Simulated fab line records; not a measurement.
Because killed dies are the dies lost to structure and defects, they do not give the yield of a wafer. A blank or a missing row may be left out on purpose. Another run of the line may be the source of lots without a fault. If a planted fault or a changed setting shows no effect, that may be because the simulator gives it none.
Which of the tools did it? | flow n5 finfet | 24 lots with 72 wafers sampled at 4 steps, on a route of 1938 steps

WHAT EACH GAUGE READ, for each wafer
N5_BEOL_M3_CD_MEAS_11 targets a cd of 17.05 nm.
lot  | measured     | on        | cd nm (nm)
L075 | day 7 06:22  | cd sem-03 | 16.94 17.28 17.26
L074 | day 7 10:27  | cd sem-03 | 16.94 16.71 17.39
L076 | day 7 14:07  | cd sem-01 | 16.97 17.34 16.99
L077 | day 8 02:27  | cd sem-01 | 17.44 17.20 16.76
L078 | day 8 02:52  | cd sem-01 | 16.96 17.16 16.81
L079 | day 8 10:19  | cd sem-03 | 16.93 16.52 16.77
L080 | day 8 15:58  | cd sem-01 | 17.17 17.12 17.32
L081 | day 9 05:49  | cd sem-02 | 17.09 17.50 16.96
L082 | day 9 05:51  | cd sem-03 | 17.25 17.33 17.83
L083 | day 9 10:35  | cd sem-03 | 16.94 17.09 17.32
L084 | day 9 14:25  | cd sem-03 | 17.21 16.57 17.47
L085 | day 9 18:07  | cd sem-01 | 16.91 16.55 17.18
L086 | day 10 11:31 | cd sem-01 | 17.35 17.17 16.94
L088 | day 10 11:41 | cd sem-01 | 16.92 16.94 16.97
L087 | day 10 11:44 | cd sem-03 | 16.92 17.11 17.31
L091 | day 10 22:23 | cd sem-02 | 16.88 17.03 17.31
L089 | day 10 22:37 | cd sem-02 | 17.30 17.68 17.45
L090 | day 11 01:41 | cd sem-03 | 16.94 17.27 16.84
L092 | day 11 08:29 | cd sem-03 | 17.18 16.99 17.27
L093 | day 11 15:29 | cd sem-01 | 16.81 16.97 16.96
L094 | day 11 18:49 | cd sem-01 | 16.98 17.21 17.31
L095 | day 12 11:08 | cd sem-02 | 16.68 17.30 17.11
L097 | day 12 22:14 | cd sem-02 | 17.39 17.09 17.10
L096 | day 13 02:58 | cd sem-02 | 17.05 17.13 17.20

EACH LOT AND THE TOOL THAT RAN IT (in order: tool; ch and the chambers of the sampled wafers; start)
lot  | N5_BEOL_M2_ANNEAL_82         | N5_BEOL_M2_SPUTTER_88        | N5_BEOL_M2_ANNEAL_91
L075 | pvd sputter-03, day 7 03:01  | pvd sputter-03, day 7 03:22  | pvd sputter-03, day 7 03:40
L074 | pvd sputter-02, day 7 04:26  | pvd sputter-02, day 7 04:48  | pvd sputter-02, day 7 05:06
L076 | pvd sputter-02, day 7 08:34  | pvd sputter-02, day 7 08:55  | pvd sputter-02, day 7 09:13
L077 | pvd sputter-02, day 7 19:34  | pvd sputter-02, day 7 19:55  | pvd sputter-02, day 7 20:13
L078 | pvd sputter-02, day 7 22:44  | pvd sputter-02, day 7 23:06  | pvd sputter-02, day 7 23:24
L079 | pvd sputter-01, day 8 04:58  | pvd sputter-01, day 8 05:20  | pvd sputter-01, day 8 05:38
L080 | pvd sputter-02, day 8 11:56  | pvd sputter-02, day 8 12:18  | pvd sputter-02, day 8 12:36
L081 | pvd sputter-02, day 8 22:32  | pvd sputter-02, day 8 22:53  | pvd sputter-02, day 8 23:11
L082 | pvd sputter-02, day 9 02:39  | pvd sputter-02, day 9 03:01  | pvd sputter-02, day 9 03:19
L083 | pvd sputter-02, day 9 07:13  | pvd sputter-02, day 9 07:34  | pvd sputter-02, day 9 07:52
L084 | pvd sputter-01, day 9 11:23  | pvd sputter-01, day 9 11:44  | pvd sputter-01, day 9 12:02
L085 | pvd sputter-01, day 9 13:13  | pvd sputter-01, day 9 13:35  | pvd sputter-01, day 9 13:53
L086 | pvd sputter-02, day 10 06:28 | pvd sputter-02, day 10 06:49 | pvd sputter-02, day 10 07:07
L088 | pvd sputter-03, day 10 06:34 | pvd sputter-03, day 10 06:55 | pvd sputter-03, day 10 07:13
L087 | pvd sputter-01, day 10 08:05 | pvd sputter-01, day 10 08:26 | pvd sputter-01, day 10 08:44
L091 | pvd sputter-02, day 10 18:38 | pvd sputter-02, day 10 19:00 | pvd sputter-02, day 10 19:18
L089 | pvd sputter-01, day 10 18:53 | pvd sputter-01, day 10 19:14 | pvd sputter-01, day 10 19:32
L090 | pvd sputter-03, day 10 20:26 | pvd sputter-03, day 10 20:47 | pvd sputter-03, day 10 21:05
L092 | pvd sputter-02, day 11 05:26 | pvd sputter-02, day 11 05:47 | pvd sputter-02, day 11 06:05
L093 | pvd sputter-01, day 11 12:08 | pvd sputter-01, day 11 12:29 | pvd sputter-01, day 11 12:47
L094 | pvd sputter-03, day 11 13:42 | pvd sputter-03, day 11 14:04 | pvd sputter-03, day 11 14:22
L095 | pvd sputter-03, day 12 05:31 | pvd sputter-03, day 12 05:53 | pvd sputter-03, day 12 06:11
L097 | pvd sputter-01, day 12 19:10 | pvd sputter-01, day 12 19:32 | pvd sputter-01, day 12 19:50
L096 | pvd sputter-03, day 12 22:11 | pvd sputter-03, day 12 22:33 | pvd sputter-03, day 12 22:51
- N5_BEOL_M2_ANNEAL_82: time 240 s.
- N5_BEOL_M2_SPUTTER_88: material Cu, target thk 4.5 nm, time 8.29 s.
- N5_BEOL_M2_ANNEAL_91: time 240 s.

AS READ BY THE TOOLS THEMSELVES (means over the sampled wafers that have a number; for cases with no such wafer, the mark the record gives instead)
N5_BEOL_M2_ANNEAL_82.
lot  | tool           | heater power w (W)
L075 | pvd sputter-03 | 831
L074 | pvd sputter-02 | 918
L076 | pvd sputter-02 | 798
L077 | pvd sputter-02 | 829
L078 | pvd sputter-02 | 848
L079 | pvd sputter-01 | 840
L080 | pvd sputter-02 | 706
L081 | pvd sputter-02 | 917
L082 | pvd sputter-02 | 826
L083 | pvd sputter-02 | 821
L084 | pvd sputter-01 | 800
L085 | pvd sputter-01 | 814
L086 | pvd sputter-02 | 846
L088 | pvd sputter-03 | 846
L087 | pvd sputter-01 | 807
L091 | pvd sputter-02 | 911
L089 | pvd sputter-01 | 825
L090 | pvd sputter-03 | 830
L092 | pvd sputter-02 | 928
L093 | pvd sputter-01 | 818
L094 | pvd sputter-03 | 837
L095 | pvd sputter-03 | 867
L097 | pvd sputter-01 | 790
L096 | pvd sputter-03 | 840

N5_BEOL_M2_SPUTTER_88.
lot  | tool           | throttle valve pct (%)
L075 | pvd sputter-03 | 29.8
L074 | pvd sputter-02 | 29.4
L076 | pvd sputter-02 | 30.2
L077 | pvd sputter-02 | 29.7
L078 | pvd sputter-02 | 30.1
L079 | pvd sputter-01 | 30.1
L080 | pvd sputter-02 | 30.7
L081 | pvd sputter-02 | 29.4
L082 | pvd sputter-02 | 29.8
L083 | pvd sputter-02 | 30.3
L084 | pvd sputter-01 | 30.3
L085 | pvd sputter-01 | 30.5
L086 | pvd sputter-02 | 30.2
L088 | pvd sputter-03 | 29.9
L087 | pvd sputter-01 | 29.9
L091 | pvd sputter-02 | 29.7
L089 | pvd sputter-01 | 30.0
L090 | pvd sputter-03 | 29.8
L092 | pvd sputter-02 | 29.6
L093 | pvd sputter-01 | 29.9
L094 | pvd sputter-03 | 30.1
L095 | pvd sputter-03 | 30.7
L097 | pvd sputter-01 | 29.9
L096 | pvd sputter-03 | 29.9

N5_BEOL_M2_ANNEAL_91.
lot  | tool           | heater power w (W)
L075 | pvd sputter-03 | 826
L074 | pvd sputter-02 | 923
L076 | pvd sputter-02 | 814
L077 | pvd sputter-02 | 826
L078 | pvd sputter-02 | 839
L079 | pvd sputter-01 | 834
L080 | pvd sputter-02 | 702
L081 | pvd sputter-02 | 916
L082 | pvd sputter-02 | 841
L083 | pvd sputter-02 | 817
L084 | pvd sputter-01 | 797
L085 | pvd sputter-01 | 819
L086 | pvd sputter-02 | 855
L088 | pvd sputter-03 | 829
L087 | pvd sputter-01 | 818
L091 | pvd sputter-02 | 924
L089 | pvd sputter-01 | 825
L090 | pvd sputter-03 | 819
L092 | pvd sputter-02 | 915
L093 | pvd sputter-01 | 810
L094 | pvd sputter-03 | 844
L095 | pvd sputter-03 | 867
L097 | pvd sputter-01 | 785
L096 | pvd sputter-03 | 841

THE ANSWER, worked out from the rows above alone
Rule: the lots themselves supply what counts as usual. The widest of any qualifying gaps counts: lots, ordered by their means at a reading, are off when they make up no more than a third of the lots, leave a main group of 4 or more, and stand apart from it by 3 or more times the standard deviation of that group's means. A main group is skipped when, at the precision printed for the reading in the tables above, its means are all equal. A lot without any number at a reading at which 4 lots or more have one is off too. Where the step has rows for the other lots, those lots are counted as sound. Order of review: gauges by route order, followed by the tools' own readings, for which a lot's mean as printed above is used. The first step at which some lot is off is used, and at that step the reading that is off furthest; a lot without a number counts as furthest.
None of the lots is off at any reading shown; this tells nothing.

WHAT THE SIMULATOR HAD PUT IN
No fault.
